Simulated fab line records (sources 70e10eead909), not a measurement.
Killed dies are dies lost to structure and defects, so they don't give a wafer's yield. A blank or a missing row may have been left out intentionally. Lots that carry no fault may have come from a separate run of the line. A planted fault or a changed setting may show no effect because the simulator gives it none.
Matching of chambers || flow nandHarc || 4 sister chambers for NHARC_A_STAIRCASE_TRIM_12 on rieDiel-04
The step chemistry O2, time 211.2 s. 4 wafers are shown with their chamber, then 8 later ones without.

WAFERS PAIRED WITH THEIR CHAMBERS
{"wafer": "L522.2", "chamber": 0, "drypumpMotorCurrentA (A)": 5.5}
{"wafer": "L523.3", "chamber": 2, "drypumpMotorCurrentA (A)": 5.4}
{"wafer": "L523.4", "chamber": 3, "drypumpMotorCurrentA (A)": 5.2}
{"wafer": "L530.1", "chamber": 1, "drypumpMotorCurrentA (A)": 6.1}

WAFERS WHOSE CHAMBER IS MISSING
{"wafer": "L530.2", "drypumpMotorCurrentA (A)": 5.5}
{"wafer": "L530.3", "drypumpMotorCurrentA (A)": 5.5}
{"wafer": "L531.1", "drypumpMotorCurrentA (A)": 5.5}
{"wafer": "L531.3", "drypumpMotorCurrentA (A)": 5.4}
{"wafer": "L531.4", "drypumpMotorCurrentA (A)": 6.1}
{"wafer": "L532.2", "drypumpMotorCurrentA (A)": 5.2}
{"wafer": "L532.5", "drypumpMotorCurrentA (A)": 6.0}
{"wafer": "L532.6", "drypumpMotorCurrentA (A)": 5.4}

CHAMBER TAKEN BY EACH
{"wafer": "L530.2", "from the rows above": 0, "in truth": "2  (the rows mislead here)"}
{"wafer": "L530.3", "from the rows above": 0, "in truth": 0}
{"wafer": "L531.1", "from the rows above": 0, "in truth": 0}
{"wafer": "L531.3", "from the rows above": 2, "in truth": 2}
{"wafer": "L531.4", "from the rows above": 1, "in truth": 1}
{"wafer": "L532.2", "from the rows above": 3, "in truth": 3}
{"wafer": "L532.5", "from the rows above": 1, "in truth": 1}
{"wafer": "L532.6", "from the rows above": 2, "in truth": 2}
Correctly placed: 7 of 8. Number that these rows cannot place: 0. Number placed wrongly: 1.
How it was worked out, from the rows above alone: a wafer's distance from a chamber is the root of the sum, over the readings, of the square of ((its reading less the chamber's mean) divided by the reading's scatter). If the next closest chamber is less than 2 further off than the closest, the wafer can't be placed; otherwise it belongs to the closest. For every chamber, the mean is computed from those of its wafers that are shown. The scatter: with one shown wafer a chamber, the root of the mean of the squares of how far each hidden wafer lies from its nearest shown one.
